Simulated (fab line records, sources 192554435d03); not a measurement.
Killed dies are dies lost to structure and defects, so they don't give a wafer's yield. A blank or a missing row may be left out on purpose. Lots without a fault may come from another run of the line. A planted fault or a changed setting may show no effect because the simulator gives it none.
Problem report in the 8D (eight disciplines) form, filled by code | flow n5_finfet | the parts of the form that need people (team, actions taken, sign-off) are left out

1. THE PROBLEM
MD_CAP_THK at N5_MOL_CONTACT_COAG_THK_MEAS_29 reads a mean of 16.30 nm on 5 wafers of 3 lots; wafers without a fault read 17.87 nm with a standard deviation of 0.087. That is -18 standard deviations from the usual mean.
First seen on wafer L896.2, day 7 21:59, on film_metro-01. The record holds 24 wafers of 9 lots with a number at this step. Rule for "out", or "out of limits": more than 4 standard deviations from the usual mean. The other wafers with a number count as sound.

2. WHAT IT IS AND WHAT IT IS NOT
question                    | is                                     | is not
which readings at this step | MD_CAP_THK                             | -
which lots                  | L896, L898, L899                       | L887, L900, L902, L903, L905, L907
which wafers of those lots  | L896.2, L896.3, L898.2, L899.2, L899.3 | L898.5
read on which gauges        | film_metro-01                          | film_metro-02
when                        | from day 7 21:59                       | up to then (3 sound wafers); but 16 sound wafers of L898, L900, L902, L903, L905, L907 came after

3. SUSPECTS, AND WHAT RULES EACH OUT
Counting: a tool at a process step up to the reading stays a suspect if it ran every lot that is out. Sound lots after the first of them don't rule it out here, since some wafers of a struck lot are sound.
- the gauge at N5_MOL_CONTACT_COAG_THK_MEAS_29: kept. All the wafers that are out were read on film_metro-01, and no step on other tools shows them out.
- cmp-01 at N5_MOL_CONTACT_COAG_CMP_23 (polishes, stops on SiO2, t overpolish 1.5 s, target thk 0 nm): kept. It ran every lot that is out, first L896 (day 7 19:18).
Left after counting: cmp-01 at N5_MOL_CONTACT_COAG_CMP_23, film_metro-01 at N5_MOL_CONTACT_COAG_THK_MEAS_29.

4. THE CAUSE (what the simulator had put in)
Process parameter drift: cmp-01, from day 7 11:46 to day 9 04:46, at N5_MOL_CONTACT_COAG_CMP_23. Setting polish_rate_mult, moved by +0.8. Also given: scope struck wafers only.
Counting left 2 suspects, and this tool is among them.

5. THE CHAIN OF EFFECTS, in route order
Each row: a reading whose mean over the struck wafers that have a number lies more than 3 standard deviations from the usual. Only readings for which the record gives a usual standard deviation are gone through. hours: the time from each lot's start at the first step in this table that gives one to its start at this step, as a median over the lots. sigmas: the change in usual standard deviations.
hours | step                            | reading           | usual    | on struck wafers | change | sigmas
0     | N5_MOL_CONTACT_COAG_THK_MEAS_29 | MD_CAP_THK        | 17.87 nm | 16.30            | -1.57  | -18
4     | N5_MOL_CONTACT_COAG_ETCH_47     | etch_rf_on_time_s | 30.9 s   | 27.9             | -3.0   | -5.2
The process steps in it:
- N5_MOL_CONTACT_COAG_ETCH_47: etches SiNx in CH3F/O2, stops on W, target depth 27 nm.
Later measuring or inspecting steps at which every struck wafer that the step has a row for has a number for every such reading, and none has moved that far: N5_BEOL_M4_RC_MEAS_101.

6. WHAT WOULD HAVE CAUGHT IT SOONER
In this record the first reading out of limits at a measuring or inspecting step was taken at day 7 21:59, 10 hours after the fault began at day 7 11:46.
Of the tool readings at N5_MOL_CONTACT_COAG_CMP_23 for which the record gives a usual standard deviation, none was out on any struck wafer, so an alarm limit of 4 standard deviations on them would not have fired.
Of the lots that are out (3), L898, L899 began N5_MOL_CONTACT_COAG_CMP_23 on cmp-01 after day 7 21:59. A hold on the tool at that time would have spared those 2.
